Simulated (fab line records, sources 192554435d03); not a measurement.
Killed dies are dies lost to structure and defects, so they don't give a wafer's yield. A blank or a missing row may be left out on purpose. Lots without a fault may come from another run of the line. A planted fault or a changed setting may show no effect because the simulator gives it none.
Split-lot experiment | flow n5_finfet | 7 lots, 21 wafers read, on a route of 1938 steps

THE SPLIT
At N5_BEOL_M5_COAT_22 (resist thk 30 nm), the setting spin_rpm was moved away from the recipe's 1500 rpm on 9 of the 21 wafers read, by -4.8% to +8.7%. The other wafers ran this setting at the recipe's value.

FROM THE SPLIT TO THE READING: what the file shows between them, 4 steps
- N5_BEOL_M5_EBR_24
- N5_BEOL_M5_SOFTBAKE_23: time 60 s
- N5_BEOL_M5_DESCUM_33: chemistry O2, time 7 s
- N5_BEOL_M5_ETCH_75: etches underlayer in N2/H2, target depth 6.5 nm, time 5.2 s

THE READING
CAR-EUV_of_BEOL_M5_COAT_22.thk_nm (the simulator's own value, which no gauge read), in nm, at N5_BEOL_M5_ETCH_67 (etches SiARC in CF4, target depth 15.6 nm, time 26 s). The file gives no usual value for it. The 12 wafers here that ran the recipe average 11.1 nm, standard deviation 0.094 nm.

wafer  | tool, chamber at the split | spin_rpm as run, rpm | against the recipe | CAR-EUV_of_BEOL_M5_COAT_22.thk_nm, nm | against lot-mates on the recipe
L076.1 | litho_track-03, 0          | 1500                 | recipe             | 11.2                                  | -
L076.3 | litho_track-03, 0          | 1589                 | +5.9%              | 10.2                                  | -1.0
L076.6 | litho_track-03, 0          | 1589                 | +5.9%              | 10.2                                  | -1.0
L078.2 | litho_track-03, 0          | 1500                 | recipe             | 11.2                                  | -
L078.3 | litho_track-03, 0          | 1500                 | recipe             | 11.2                                  | -
L078.6 | litho_track-03, 0          | 1500                 | recipe             | 11.2                                  | -
L080.1 | litho_track-03, 0          | 1500                 | recipe             | 11                                    | -
L080.5 | litho_track-03, 0          | 1428                 | -4.8%              | 11.8                                  | +0.8
L080.6 | litho_track-03, 0          | 1428                 | -4.8%              | 11.8                                  | +0.8
L086.1 | litho_track-03, 0          | 1548                 | +3.2%              | 10.6                                  | -0.4
L086.6 | litho_track-03, 0          | 1548                 | +3.2%              | 10.6                                  | -0.4
L086.4 | litho_track-03, 0          | 1500                 | recipe             | 11                                    | -
L085.1 | litho_track-03, 0          | 1500                 | recipe             | 11                                    | -
L085.2 | litho_track-03, 0          | 1433                 | -4.5%              | 11.8                                  | +0.7
L085.4 | litho_track-03, 0          | 1500                 | recipe             | 11.2                                  | -
L093.2 | litho_track-02, 0          | 1500                 | recipe             | 11.2                                  | -
L093.6 | litho_track-02, 0          | 1500                 | recipe             | 11.2                                  | -
L093.5 | litho_track-02, 0          | 1500                 | recipe             | 11                                    | -
L094.1 | litho_track-03, 0          | 1630                 | +8.7%              | 10                                    | -1.2
L094.6 | litho_track-03, 0          | 1630                 | +8.7%              | 10                                    | -1.2
L094.4 | litho_track-03, 0          | 1500                 | recipe             | 11.2                                  | -

THE FIT
A straight line over all 21 wafers: CAR-EUV_of_BEOL_M5_COAT_22.thk_nm changes by -0.141 nm for each +1% of spin_rpm; r = -0.99; the points scatter about the line by 0.09 nm.
The same after taking each lot's own level away (the mean of its wafers on the recipe; 21 wafers): -0.151 nm for each +1%; r = -0.99; scatter 0.077 nm.
On that fit, the largest move of spin_rpm shifts the reading by 1.3 nm.
The lots' own levels span 11.00 to 11.20 nm, that is 2.1 times the standard deviation above.
So the lot-to-lot level changes the slope little: the two slopes agree.
Check: with one of the wafers moved furthest among these (+8.7%) left out of the fit, the line predicts -1.32 nm for it against its lot-mates. It came out at -1.2 nm against them.

OTHER SPLITS ON THESE WAFERS
These wafers also went through other splits before the reading. Each is held against what the fit with the lots' levels taken away leaves over:
other split on the same wafers   | wafers away from the commonest value | r with CAR-EUV_of_BEOL_M5_COAT_22.thk_nm (lot level and that fit taken away)
N5_BEOL_M4_TRENCH_ETCH_37 bias_w | 4                                    | +0.08

THE WHOLE CHAIN: every reading that the file lists as answering this split, in the file's order
step               | what it does                                                | reading                                                                            | change (the file's fit)               | r (the file's)
N5_BEOL_M5_COAT_22 | resist thk 30 nm                                            | CAR-EUV_of_BEOL_M5_COAT_22.thk_nm (the simulator's own value, which no gauge read) | -0.145 nm for each +1% of the setting | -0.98
N5_BEOL_M5_ETCH_75 | etches underlayer in N2/H2, target depth 6.5 nm, time 5.2 s | CAR-EUV_of_BEOL_M5_COAT_22.thk_nm (the simulator's own value, which no gauge read) | -0.156 nm for each +1% of the setting | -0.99
N5_BEOL_M5_ETCH_67 | etches SiARC in CF4, target depth 15.6 nm, time 26 s        | CAR-EUV_of_BEOL_M5_COAT_22.thk_nm (the simulator's own value, which no gauge read) | -0.15 nm for each +1% of the setting  | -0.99

THE FILE'S OWN FIT
CAR-EUV_of_BEOL_M5_COAT_22.thk_nm changes by -0.15 nm for each +1% of spin_rpm, r = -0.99.
